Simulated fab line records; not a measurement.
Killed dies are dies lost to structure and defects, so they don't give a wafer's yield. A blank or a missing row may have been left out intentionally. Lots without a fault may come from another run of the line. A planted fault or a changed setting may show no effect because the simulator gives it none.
The tool behind it: which one?    flow n5_finfet    Sampling: 10 lots, 29 wafers, 4 of 1938 route steps

## WHAT THE GAUGES SHOWED, per wafer
N5_BEOL_M4_RC_MEAS_101.
lot   measured      on         DIBL_N (mV/V)   DIBL_P (mV/V)   IOFF_N (nA/um)     IOFF_N_85C (nA/um)  IOFF_N_LIN (nA/um)  IOFF_N_LONG (nA/um)         IOFF_P (nA/um)  ION_N (uA/um)  ION_P (uA/um)  SS_N (mV/dec)   SS_P (mV/dec)   VT_N (mV)          VT_N_LONG (mV)     VT_N_LVT (mV)  VT_P (mV)
L633  day 8 12:22   prober-02  34.5 35.0 35.1  33.8 35.0 34.7  0.124 0.131 0.136  2.6 2.7 2.8         0.060 0.062 0.064   5.34e-05 5.29e-05 5.37e-05  0.16 0.17 0.16  676 659 661    455 446 451    70.4 71.1 70.7  72.2 72.5 72.9  254.2 253.3 251.9  274.3 274.8 275.4  101 101 100    -256.0 -252.8 -257.8
L634  day 8 17:25   prober-02  36.5 34.5 34.4  35.3 33.6 33.3  0.129 0.114 0.112  2.6 2.3 2.3         0.062 0.058 0.057   5.13e-05 5.24e-05 5.29e-05  0.19 0.18 0.17  654 672 666    452 470 462    71.4 71.0 70.8  73.9 72.9 72.3  254.5 254.6 254.9  277.9 277.4 277.2  103 104 105    -251.4 -251.4 -253.8
L635  day 8 19:13   prober-01  34.9 35.2 36.4  34.6 35.3 35.9  0.145 0.160 0.168  2.9 3.2 3.3         0.070 0.077 0.079   6.12e-05 6.09e-05 6.09e-05  0.22 0.22 0.22  661 670 669    457 462 460    71.4 71.6 72.3  72.4 73.1 72.6  249.4 245.6 247.4  274.1 274.0 273.8  99 96 97       -248.6 -248.3 -250.0
L636  day 8 19:07   prober-02  38.1 39.6 39.5  39.4 40.4 39.7  0.192 0.218 0.213  3.6 4.0 3.9         0.087 0.093 0.094   5.81e-05 5.85e-05 5.87e-05  0.26 0.27 0.27  696 682 705    475 466 478    71.6 72.0 71.0  74.1 73.4 73.7  247.3 244.8 247.4  276.8 273.0 274.7  95 94 94       -244.9 -248.1 -247.3
L637  day 9 18:07   prober-01  34.8 36.1       34.1 35.2       0.124 0.143        2.5 2.8             0.060 0.067         5.47e-05 5.45e-05           0.19 0.20       666 660        460 460        71.1 71.8       72.9 73.1       252.0 251.5        277.3 277.6        101 101        -249.1 -249.3
L646  day 11 06:49  prober-01  35.9 34.2 37.2  36.1 34.0 36.8  0.174 0.141 0.195  3.3 2.8 3.7         0.082 0.068 0.088   5.78e-05 5.72e-05 5.87e-05  0.21 0.17 0.22  683 652 689    463 451 462    71.9 71.5 72.0  73.4 73.0 74.3  245.5 252.5 247.2  275.4 275.2 274.8  96 100 96      -251.0 -252.2 -251.3
L647  day 11 16:44  prober-01  35.7 33.4 33.0  35.4 32.3 32.2  0.163 0.118 0.117  3.2 2.5 2.5         0.075 0.058 0.059   5.81e-05 5.82e-05 5.8e-05   0.23 0.18 0.18  669 667 662    469 465 467    70.7 70.2 70.9  73.5 73.1 72.9  247.3 252.6 249.7  273.2 272.8 271.2  97 101 101     -248.7 -250.8 -249.4
L648  day 12 00:05  prober-01  36.6 35.1 34.9  38.4 36.3 36.3  0.020 0.017 0.017  0.6 0.5 0.5         0.009 0.008 0.008   2.31e-05 2.34e-05 2.34e-05  0.22 0.18 0.19  549 547 540    465 463 463    71.1 71.1 71.4  73.3 73.1 72.7  308.9 309.1 308.3  335.7 336.3 336.0  156 157 160    -251.8 -254.8 -253.8
L651  day 12 19:56  prober-02  36.7 37.2 38.1  37.7 38.2 40.4  0.021 0.022 0.024  0.6 0.6 0.6         0.009 0.010 0.011   2.48e-05 2.41e-05 2.37e-05  0.23 0.24 0.28  549 537 553    470 460 475    71.7 71.4 72.0  73.8 74.2 74.6  308.9 305.7 306.1  334.7 334.7 334.9  157 156 153    -248.9 -247.8 -245.5
L653  day 13 15:59  prober-02  38.0 36.2 38.5  36.8 35.3 37.9  0.169 0.148 0.187  3.2 2.9 3.5         0.077 0.069 0.082   5.33e-05 5.37e-05 5.3e-05   0.22 0.20 0.23  676 673 679    469 462 460    72.0 70.9 71.9  73.9 73.6 74.0  249.1 250.4 246.4  276.5 275.8 273.8  99 100 97      -247.3 -249.4 -247.4

## WHICH TOOL RAN EACH LOT (tool, then ch and the chambers of the sampled wafers, then the start)
lot   N5_HKMG_FIN_WET_ETCH_18             N5_BEOL_M4_ANNEAL_89          N5_BEOL_M4_ANNEAL_95
L633  wet_bench-04 ch 2,4,5, day 4 06:26  pvd_sputter-01, day 8 09:59   pvd_sputter-01, day 8 10:39
L634  wet_bench-04 ch 0,5,6, day 4 12:34  pvd_sputter-02, day 8 14:52   pvd_sputter-02, day 8 15:31
L635  wet_bench-04 ch 0,4,5, day 4 16:50  pvd_sputter-02, day 8 17:04   pvd_sputter-02, day 8 17:43
L636  wet_bench-04 ch 0,3,5, day 4 23:34  pvd_sputter-01, day 8 16:56   pvd_sputter-01, day 8 17:36
L637  wet_bench-04 ch 0,4, day 5 08:04    pvd_sputter-03, day 9 15:47   pvd_sputter-03, day 9 16:26
L646  wet_bench-04 ch 4,5,6, day 7 08:58  pvd_sputter-03, day 11 04:28  pvd_sputter-03, day 11 05:08
L647  wet_bench-04 ch 0,5,7, day 7 18:28  pvd_sputter-02, day 11 14:40  pvd_sputter-02, day 11 15:20
L648  wet_bench-04 ch 5,6,7, day 8 04:20  pvd_sputter-02, day 11 22:01  pvd_sputter-02, day 11 22:40
L651  wet_bench-04 ch 1,5,6, day 8 16:19  pvd_sputter-01, day 12 18:02  pvd_sputter-01, day 12 18:42
L653  wet_bench-05 ch 2,3,4, day 9 08:41  pvd_sputter-02, day 13 14:04  pvd_sputter-02, day 13 14:44
- N5_HKMG_FIN_WET_ETCH_18: etches TiN in SC1, time 55 s, target depth 5.2 nm, rinse time 30 s.
- N5_BEOL_M4_ANNEAL_89: time 240 s.
- N5_BEOL_M4_ANNEAL_95: time 240 s.

## AS READ BY THE TOOLS THEMSELVES (means over the sampled wafers that have a number; for cases with no such wafer, the mark the record gives instead)
N5_BEOL_M4_ANNEAL_89.
lot   tool            heater_power_w (W)
L633  pvd_sputter-01  840
L634  pvd_sputter-02  808
L635  pvd_sputter-02  849
L636  pvd_sputter-01  848
L637  pvd_sputter-03  766
L646  pvd_sputter-03  829
L647  pvd_sputter-02  832
L648  pvd_sputter-02  802
L651  pvd_sputter-01  838
L653  pvd_sputter-02  880

N5_BEOL_M4_ANNEAL_95.
lot   tool            heater_power_w (W)
L633  pvd_sputter-01  843
L634  pvd_sputter-02  795
L635  pvd_sputter-02  830
L636  pvd_sputter-01  855
L637  pvd_sputter-03  762
L646  pvd_sputter-03  824
L647  pvd_sputter-02  817
L648  pvd_sputter-02  798
L651  pvd_sputter-01  837
L653  pvd_sputter-02  881

## THE ANSWER, worked out from the rows above alone
Rule: the usual values come from the lots themselves. Put in order of their means at a reading, lots are off if they are a third of the lots or fewer, leave a main group of 4 or more, and stand apart from it by a gap of 3 or more times the standard deviation of the main group's means; of several such gaps the widest counts. The tables above print the reading to a certain number of digits; a main group whose means all agree to those digits is not used. Also off: a lot with no number at a reading for which 4 or more lots have one. All remaining lots with rows at the step are treated as sound. First the gauges in route order, then the tools' own readings, where a lot's mean is used as printed above. At the first step where some lot is off, the reading lying furthest off is the one used; lots without a number count as furthest.
Off: at N5_BEOL_M4_RC_MEAS_101 (VT_N_LONG), L648, L651. The main group: mean 275.2 mV, standard deviation 1.6.
A tool fits if, at a process step before that reading, it ran every lot that is off, and no sound lot after the first of them. Those tools and the gauges at N5_BEOL_M4_RC_MEAS_101 are tried in the same way. One fits: wet_bench-04 at N5_HKMG_FIN_WET_ETCH_18. A fault onset in the window from L647 (day 7 18:28, its last sound lot) to L648 (day 8 04:20, its first lot off) fits.

## WHAT WAS PUT IN BY THE SIMULATOR
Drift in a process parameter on wet_bench-04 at N5_HKMG_FIN_WET_ETCH_18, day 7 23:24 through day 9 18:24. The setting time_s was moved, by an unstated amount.
Shown lots that were struck: L648, L651. Same finding as the rule above.
